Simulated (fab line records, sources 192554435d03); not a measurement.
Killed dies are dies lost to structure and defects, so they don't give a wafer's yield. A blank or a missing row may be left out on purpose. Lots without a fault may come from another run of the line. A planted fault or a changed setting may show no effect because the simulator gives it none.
One fault seen from 2 desks | flow n5_finfet | each desk has only its own numbers; what lay behind them comes last

THE METROLOGY DESK
What the gauges read, lot by lot, whatever tool the lot ran on: means of the sampled wafers that have a number. A lot is out of limits, marked OUT, if its mean lies more than 4 standard deviations from the usual mean; the brackets give that distance. Of its 12 readings 7 are shown: the one that was out of limits first, and those that lie furthest out on some lot.
Columns: A = DIBL_P at N5_BEOL_M4_RC_MEAS_101, usual 36.3 mV/V; B = IOFF_P at N5_BEOL_M4_RC_MEAS_101, usual 0.211 nA/um; C = ION_P at N5_BEOL_M4_RC_MEAS_101, usual 463 uA/um; D = VT_N at N5_BEOL_M4_RC_MEAS_101, usual 249.3 mV; E = VT_P at N5_BEOL_M4_RC_MEAS_101, usual -249.9 mV; F = M15_THK at N5_BEOL_M15_THK_MEAS_50, usual 856 nm; G = M15_RS at N5_BEOL_M15_RS_MEAS_54, usual 0.0217 ohm/sq
lot  | first seen here | A    | B     | C   | D     | E      | F              | G
L534 | day 9 03:38     | 35.9 | 0.207 | 463 | 246.8 | -249.2 | 856            | 0.0219
L541 | day 10 20:55    | 36.4 | 0.179 | 454 | 251.1 | -253.4 | 742 (-6.7) OUT | 0.0269 (+16) OUT
L552 | day 13 10:09    | 34.8 | 0.201 | 466 | 251.1 | -248.9 | 852            | 0.0217
This desk's finding: out of limits on L541; first on L541, day 14 07:09 (M15_THK at N5_BEOL_M15_THK_MEAS_50). In limits: L534, L552.

THE TOOL OWNER'S DESK: rie_diel-03
The tool's own readings at N5_BEOL_M15_TRENCH_ETCH_34 (etches SiO2 in C4F8/O2/Ar, target depth 872.93 nm, time 199 s): means of the sampled wafers that have a number, for each lot that ran on this tool. A lot is out of limits, marked OUT, if its mean lies more than 4 standard deviations from the usual mean; the brackets give that distance.
Columns: A = C4F8_flow_sccm at N5_BEOL_M15_TRENCH_ETCH_34, usual 16.00 sccm; B = chamber_pressure_mTorr at N5_BEOL_M15_TRENCH_ETCH_34, usual 19.999 mTorr; C = drypump_motor_current_A at N5_BEOL_M15_TRENCH_ETCH_34, usual 5.8 A; D = oes_product_au at N5_BEOL_M15_TRENCH_ETCH_34, usual 0.78 a.u.; E = rf_vpp_V at N5_BEOL_M15_TRENCH_ETCH_34, usual 2219 V; F = showerhead_plenum_p_Torr at N5_BEOL_M15_TRENCH_ETCH_34, usual 3.43 Torr; G = throttle_valve_pct at N5_BEOL_M15_TRENCH_ETCH_34, usual 30.80 %
lot  | first seen here | A     | B      | C   | D    | E    | F    | G
L534 | day 12 21:22    | 15.99 | 20.000 | 6.0 | 0.77 | 2214 | 3.40 | 30.71
L541 | day 14 04:55    | 16.04 | 19.995 | 6.2 | 0.71 | 2209 | 3.35 | 30.52
This desk's finding: nothing out of limits on any of the 2 lots.

PUT TOGETHER
The metrology desk could have raised an alarm at day 14 07:09, on L541.
The tool owner's desk saw nothing out of limits.
The tool owner's desk has L541 on record, within its limits.
Of the lots named, all ran N5_BEOL_M15_TRENCH_ETCH_34 on rie_diel-03.

WHAT THE SIMULATOR HAD PUT IN
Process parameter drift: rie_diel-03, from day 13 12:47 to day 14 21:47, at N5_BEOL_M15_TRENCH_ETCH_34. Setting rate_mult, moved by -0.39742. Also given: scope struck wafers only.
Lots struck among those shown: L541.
Hours from the fault's start to each desk's first reading out of limits: the metrology desk, 18.
